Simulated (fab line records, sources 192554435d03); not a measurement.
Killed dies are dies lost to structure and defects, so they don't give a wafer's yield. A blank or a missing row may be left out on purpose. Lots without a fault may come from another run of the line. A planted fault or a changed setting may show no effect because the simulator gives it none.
fab line records | flow n5_finfet
record lots=4 wafers=12 last_day=17
route steps=1938 shown MIM_BOT_LITHO@1857 MIM_BOT_ETCH@1866 PASS1_CAP@1873 TV_LITHO@1875 PASSIVATION@1936
lots that met no fault: from a run of the same line without faults
start_h: hours from the record's first day to the start of the lot's first wafer shown | wait_h: hours since the lot's step before | " the same as in the row above | L1.1+2: a row that stands for several wafers | - no value, or no start given | * or withheld: withheld | < > ~ a bound
route shown NAME@n: a module of which the file shows steps, and the number in the route of the first | usual: mean/standard deviation of fault-free wafers | same: alike in all rows | chamber/n: place in a boat | sites: the reading at each site | _std_site: their standard deviation | _edge_site: outer sites' mean less inner sites' | radius_mm: how far each site lies from the wafer's centre | mask NAME#n: copy n | behind: the tool/chamber that last shaped the wafer | hold: why the lot was held/for how many hours/how that ended | device: the transistor (n, p or np) that didn't switch | end of line: the same wafers' tests at the end of the route | a step without rows: its recipe alone | killed: dies lost to structure and defects at the first sort, not the wafer's yield | map: a wafer's dies, x killed, . not, _ none there
set.NAME: the setting as run; set.NAME@STEP: as run at that earlier step | model.NAME: the simulator's own value behind a step, which no gauge read
lots at some steps of the route; a table a step, a row a wafer
services: from which hour (start_h, from the record's first day; less than 0 if before it) a tool's chamber was out of use, for how many hours, and why
## steps
# step N5_MIM_BOT_LITHO_SOFTBAKE_03
# recipe temp_c=100 time_s=90
# step N5_MIM_BOT_LITHO_EXPOSE_05
# recipe mask_id=MIM_BOT na=0.55 source_shape=conventional sigma_outer=0.8 polarization=unpolarized dose_mj=24.25
# step N5_MIM_BOT_LITHO_PEB_06
# recipe peb_temp_c=withheld peb_time_s=*
# step N5_MIM_BOT_LITHO_DEVELOP_07
# recipe develop_time_s=60 rinse_liquid=diw dry=air_spin dev_temp_c=21
# step N5_MIM_BOT_LITHO_HARDBAKE_09
# recipe temp_c=130 time_s=120
# step N5_MIM_BOT_LITHO_DESCUM_10
# recipe chemistry=O2 time_s=7.9 source_power_w=50 bias_power_w=20 pressure_mtorr=20 rf_frequency_hz=2.712e+07 temp_c=40 o2_flow_sccm=225
# step N5_MIM_BOT_ETCH_ETCH_04
# recipe chemistry=CF4/O2 target=SiNx target_depth_a=260 time_s=13 ion_energy_ev=100 pressure_mtorr=40 source_w=535 bias_w=49 Ar_flow_sccm=100 cf4_flow_sccm=100 O2_flow_sccm=10
# step N5_MIM_BOT_ETCH_ETCH_03
# recipe chemistry=Cl2/BCl3 target_depth_a=120 pressure_mtorr=8 icp_w=800 bias_w=100 Cl2_flow_sccm=20 bcl3_flow_sccm=80
# step N5_MIM_BOT_ETCH_ETCH_00
# recipe chemistry=Cl2/BCl3 target=TiN target_depth_a=455 ion_energy_ev=150 pressure_mtorr=10 icp_w=1000 bias_w=126 Cl2_flow_sccm=53.25 bcl3_flow_sccm=21.75 Ar_flow_sccm=25
# step N5_MIM_BOT_ETCH_STRIP_01
# recipe chemistry=O2 power_w=600 temp_c=60 pressure_mtorr=30 rf_frequency_hz=6e+07 bias_power_w=0 overash_fraction=0.5 o2_flow_sccm=225
# usual drypump_motor_current_A=5.6/0.57 oes_product_au=0.79/0.07 rf_vpp_V=3.6/1.3 showerhead_plenum_p_Torr=2.07/0.087 throttle_valve_pct=16.72/0.19
# columns lot.wafer tool chamber start_h wait_h drypump_motor_current_A oes_product_au rf_hours_counter_h rf_vpp_V showerhead_plenum_p_Torr throttle_valve_pct
L767.3 rie_diel-03 0 338.03 0.1 5.3 0.79 142 3.9 2.03 16.85
L767.5 " 0 " " 5.3 0.79 - 5.2 2.03 16.87
L767.6 " 3 " " 5.5 0.69 - 3.4 1.91 16.83
L774.1 rie_diel-03 1 370.05 0.1 6.3 0.89 26 3.0 2.14 16.68
L774.3 " 3 " " 5.5 0.68 231 3.2 1.91 16.91
L774.6 " 3 " " 5.5 0.69 - 2.4 1.91 16.90
L773.2 rie_diel-03 0 382.36 0.2 5.3 0.75 158 2.2 2.03 16.93
L773.4 " 1 " " 6.4 0.87 - 2.9 2.14 16.69
L773.5 " 2 " " 4.8 0.82 - 4.3 2.05 16.57
L781.1 rie_diel-04 2 405.03 0.1 5.8 0.86 68 2.2 2.05 16.40
L781.5 " 2 " " 5.7 0.85 - 3.4 2.05 16.38
L781.6 " 1 " " 6.1 0.79 - 5.0 2.20 16.57
# step N5_MIM_BOT_ETCH_STRIP_02
# recipe chemistry=post_etch_residue_remover time_s=1200 temp_c=72.5
# step N5_MIM_BOT_ETCH_CLEAN_05
# recipe chemistry=IPA time_s=180 temp_c=25
# step N5_MIM_BOT_ETCH_SRD_06
# recipe dry=ipa_marangoni time_s=30 temp_c=23 rinse_liquid=diw
# step N5_PASSIVATION_PECVD_55
# recipe material=SiO2 target_thk_a=4000 temp_c=400 precursor=SiH4/N2O pressure_torr=2.7 rf_w=608 time_s=22.5
# step N5_PASSIVATION_PECVD_01
# recipe material=SiNx target_thk_a=2000 temp_c=400 precursor=SiH4/NH3/N2 pressure_torr=4.9 rf_w=1406 time_s=43.2
# step N5_PASSIVATION_HMDS_03
# recipe time_s=60 temp_c=120
# step N5_PASSIVATION_COAT_04
# recipe spin_rpm=* resist_thk_nm=*
# step N5_PASSIVATION_EBR_06
# recipe solvent=PGMEA ebr_width_mm=1.5
# step N5_PASSIVATION_SOFTBAKE_05
# recipe temp_c=100 time_s=90
# step N5_PASSIVATION_EXPOSE_07
# recipe mask_id=TV na=0.55 source_shape=conventional sigma_outer=0.8 polarization=unpolarized defocus_nm=0 target_cd_nm=3000 dose_mj=22.75
# step N5_PASSIVATION_PEB_08
# recipe peb_temp_c=withheld peb_time_s=*
# step N5_PASSIVATION_DEVELOP_09
# recipe develop_time_s=60 rinse_liquid=diw dry=air_spin dev_temp_c=21
# step N5_PASSIVATION_HARDBAKE_11
# recipe temp_c=130 time_s=120
# step N5_PASSIVATION_INSPECT_61
# recipe mode=adi inspect_instrument=macro
# usual raw_defect_count=2.0/1.3
# columns lot.wafer tool chamber start_h wait_h raw_defect_count
L767.3 defect_inspect-01 - 339.55 0.0 1
L767.5 " - " " 2
L767.6 " - " " 1
L774.1 defect_inspect-02 - 371.13 0.0 >300
L774.3 " - " " 2
L774.6 " - " " 2
L773.2 defect_inspect-02 - 384.14 0.0 2
L773.4 " - " " >300
L773.5 " - " " 1
L781.1 defect_inspect-02 - 407.64 0.0 5
L781.5 " - " " 3
L781.6 " - " " 2
# step N5_PASSIVATION_DESCUM_12
# recipe chemistry=O2 time_s=7.9 source_power_w=50 bias_power_w=20 pressure_mtorr=20 rf_frequency_hz=2.712e+07 temp_c=40 o2_flow_sccm=225
# step N5_PASSIVATION_PROBE_49
# usual defect_limited_yield=91.2/1.5 killed_at_M0_to_M3=34/11 killed_at_M4_up=14/5.4 killed_at_contacts=12/5.9 killed_at_front_end=40/12 killed_at_other=4/3.3 killed_dies=103/18 killed_on_rim=14/4.1 killed_open=68/13 killed_short=34/7.5 sort_bin_5_function=5.1/1 sort_bin_6_memory=3.3/0.7 sort_bin_8_speed=0.03/0.27 sort_n_pass=1076/18 sort_yield_pct=91.2/1.5
# same gross_dies=1180 killed_at_back_side=0 sort_bin_4_leakage[%]=0
# columns lot.wafer tool chamber start_h wait_h defect_limited_yield[%] killed_at_M0_to_M3 killed_at_M4_up killed_at_contacts killed_at_front_end killed_at_other killed_dies killed_on_rim killed_open killed_short sort_bin_5_function[%] sort_bin_6_memory[%] sort_bin_8_speed[%] sort_n_pass sort_yield_pct[%]
L767.3 prober-01 - 347.17 0.1 93.4 29 15 6 27 1 78 9 55 22 4.1 2.5 0 1102 93.4
L767.5 prober-01 - 347.27 0.2 91.8 31 9 9 44 4 97 13 65 32 4.5 3.4 0 1083 91.8
L767.6 prober-01 - 347.32 0.3 90.8 29 14 15 49 1 108 16 78 30 6.2 2.8 0 1072 90.8
L774.1 prober-01 - 378.21 0.0 85.2 41 18 9 36 71 175 39 78 33 8.9 3.5 0 1005 85.2
L774.3 prober-01 - 378.31 0.1 92.6 42 8 4 27 6 87 11 60 27 4.5 2.5 0 1093 92.6
L774.6 prober-01 - 378.46 0.3 91.4 52 14 8 22 5 101 9 68 33 4.6 3.9 0 1079 91.4
L773.2 prober-02 - 391.11 0.1 91.7 29 14 14 39 2 98 9 77 20 3.9 4.2 0 1082 91.7
L773.4 prober-02 - 391.21 0.2 87.6 27 9 0 43 67 146 30 56 24 6.7 3.1 0 1034 87.6
L773.5 prober-02 - 391.26 0.2 92.6 31 9 11 35 1 87 12 61 26 3.9 3.3 0 1093 92.6
# killed by level:class
L767.3 STI_FIN_REVEAL:geometric_particle:open=7 FIN_SAQP:geometric_particle:open=6 FIN_SAQP:geometric_particle:short=6 BEOL_M3:geometric_particle:open=6 MOL_CONTACT_COAG:geometric_particle:open=5 BEOL_M1:geometric_particle:open=5 BEOL_M5:geometric_particle:open=5 BEOL_M2:geometric_particle:open=4
L767.5 BEOL_M2:geometric_particle:open=12 FIN_SAQP:geometric_particle:short=8 FIN_SAQP:geometric_particle:open=7 MOL_CONTACT_COAG:geometric_particle:open=7 STI_FIN_REVEAL:geometric_particle:open=6 BEOL_M1:geometric_particle:open=6 BEOL_M4:geometric_particle:open=6 FIN_CUT:geometric_particle:short=5
L767.6 STI_FIN_REVEAL:geometric_particle:open=15 MOL_CONTACT_COAG:geometric_particle:open=12 FIN_SAQP:geometric_particle:open=10 BEOL_M0_SAQP:geometric_particle:open=8 FIN_SAQP:geometric_particle:short=7 BEOL_M3:geometric_particle:open=5 BEOL_M0_SAQP:geometric_particle:short=5 BEOL_M4:geometric_particle:open=5
L774.1 MIM_BOT_ETCH:unspecified=64 BEOL_M3:geometric_particle:open=15 FIN_SAQP:geometric_particle:short=8 STI_FIN_REVEAL:geometric_particle:open=8 BEOL_M4:geometric_particle:open=8 BEOL_M0_SAQP:geometric_particle:open=7 BEOL_M2:geometric_particle:open=7 BEOL_M0_SAQP:geometric_particle:short=6
L774.3 BEOL_M1:geometric_particle:open=11 BEOL_M2:geometric_particle:open=8 BEOL_M3:geometric_particle:open=7 STI_FIN_REVEAL:geometric_particle:open=4 GATE_CUT:geometric_particle:open=4 MOL_CONTACT_COAG:geometric_particle:open=4 BEOL_M0_SAQP:geometric_particle:short=4 MIM_TOP:geometric_particle:open=4
L774.6 BEOL_M3:geometric_particle:open=15 BEOL_M2:geometric_particle:open=12 BEOL_M0_SAQP:geometric_particle:open=9 MOL_CONTACT_COAG:geometric_particle:open=7 BEOL_M0_SAQP:geometric_particle:short=6 FIN_SAQP:geometric_particle:open=5 FIN_SAQP:geometric_particle:short=4 GATE_CUT:geometric_particle:short=4
L773.2 STI_FIN_REVEAL:geometric_particle:open=11 MOL_CONTACT_COAG:geometric_particle:open=11 BEOL_M2:geometric_particle:open=9 FIN_SAQP:geometric_particle:open=8 BEOL_M3:geometric_particle:open=8 BEOL_M4:geometric_particle:open=8 STARTING-WAFER:geometric_particle:short=6 BEOL_M0_SAQP:geometric_particle:open=4
L773.4 MIM_BOT_ETCH:unspecified=66 FIN_SAQP:geometric_particle:open=12 STI_FIN_REVEAL:geometric_particle:open=7 FIN_SAQP:geometric_particle:short=6 BEOL_M0_SAQP:geometric_particle:short=6 BEOL_M2:geometric_particle:open=6 BEOL_M3:geometric_particle:open=6 BEOL_M0_SAQP:geometric_particle:open=4
L773.5 FIN_SAQP:geometric_particle:open=10 MOL_CONTACT_COAG:geometric_particle:open=8 BEOL_M0_SAQP:geometric_particle:open=8 BEOL_M3:geometric_particle:open=7 STI_FIN_REVEAL:geometric_particle:open=5 DUMMY_GATE:geometric_particle:open=5 BEOL_M0_SAQP:geometric_particle:short=5 FIN_SAQP:geometric_particle:short=4
# map L773.4 (x killed, . not)
_________________............________________
______________.........x........_____________
___________.................x......__________
__________.......x..............xx.._________
________x..........xx................x_______
_______xxx.x........xx......x..........______
______xxxxx..x..................x.xx...x_____
_____xxxxxxx......x......................____
____xxxxxxx...x.............x..x..........___
___xxxxxxxxx......................x........__
___xxxxxxxx......x..............x.........x__
__xxxxxxxxx..................x..x..........._
__xxxxxxx..................................._
_xxxx...................x....................
_.x..x.x........................xx...........
_....x............x...................x......
_.x.....x..x.............x..................x
_..........................x......x..........
_.x.x....x.................................x.
_................x..........x......x..x......
_.......................x..x.................
__..x.............x........x...............x_
__....x......x..........x...........x......._
___......x.............x....x..............__
___......................................x.__
____.............................x..x....x___
_____........x.....................x.....____
______xx..............x..x.............._____
_______x............x..x........x.x....______
________x............................._______
__________..................x......._________
___________.....x........x......xx.__________
______________.......x.........._____________
_________________............________________
# map L774.1 (x killed, . not)
_________________...x.x..x...________________
______________..x...x.....xx.x.._____________
___________x.................x..x..__________
__________.....x.x.x................_________
________xxx..........x....x..........._______
_______xxxx..............x..x......x...______
______xxxxxx...........................x_____
_____xxxxxx.....x...xx........x..........____
____xxxxxxxx.............................x___
___xxxxxxxxx..................x..x.........__
___xxxxxxxxx..xx.x...............x.........__
__xxxxxx.xx...................x......x....x._
__xxxxxxx.x.x................x..x......x...._
_xx.xx....x.......x.....x....x............x..
_...x...x..x..x........x.........x.....x.....
_x.............xx.............x..............
_......................x.....................
_.x...........................xx.............
_.......x..x.........x.......................
_x.........x.x.....x.......xx.x.............x
_.................................x..........
__........................x....x...x........_
__.................x...x..............x....._
___.x..x........x...............x.x..x.....__
___.x...............xx.....................__
____...............x.....xx..x...x........___
_____...x.............x........x..x......____
______x..........................x......_____
_______....x........x....x...........x.______
________.........................x...._______
__________.x......x................._________
___________....x......x.......x....__________
______________.........x......x._____________
_________________..x.....x...________________
## services
# columns tool chamber start_h hours kind
rie_diel-03 3 374.28 19.2 repair
## key
first_sign step=N5_PASSIVATION_INSPECT_61 reading=raw_defect_count direction=up sigmas=99+ usual=2.0 struck=>300
effect step=N5_PASSIVATION_PROBE_49 reading=killed_at_other direction=up sigmas=20 usual=4 struck=69
more_kills_born_at N5_MIM_BOT_ETCH_STRIP_01@rie_diel-03=130
met_at N5_MIM_BOT_ETCH_STRIP_01
struck_wafers L773.4,L774.1
fault kind=chamber_particle_source tool=rie_diel-03 chamber=1 onset_h=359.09 steps=N5_MIM_BOT_ETCH_STRIP_01 rate_per_visit_cm2=1.2751 end_h=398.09
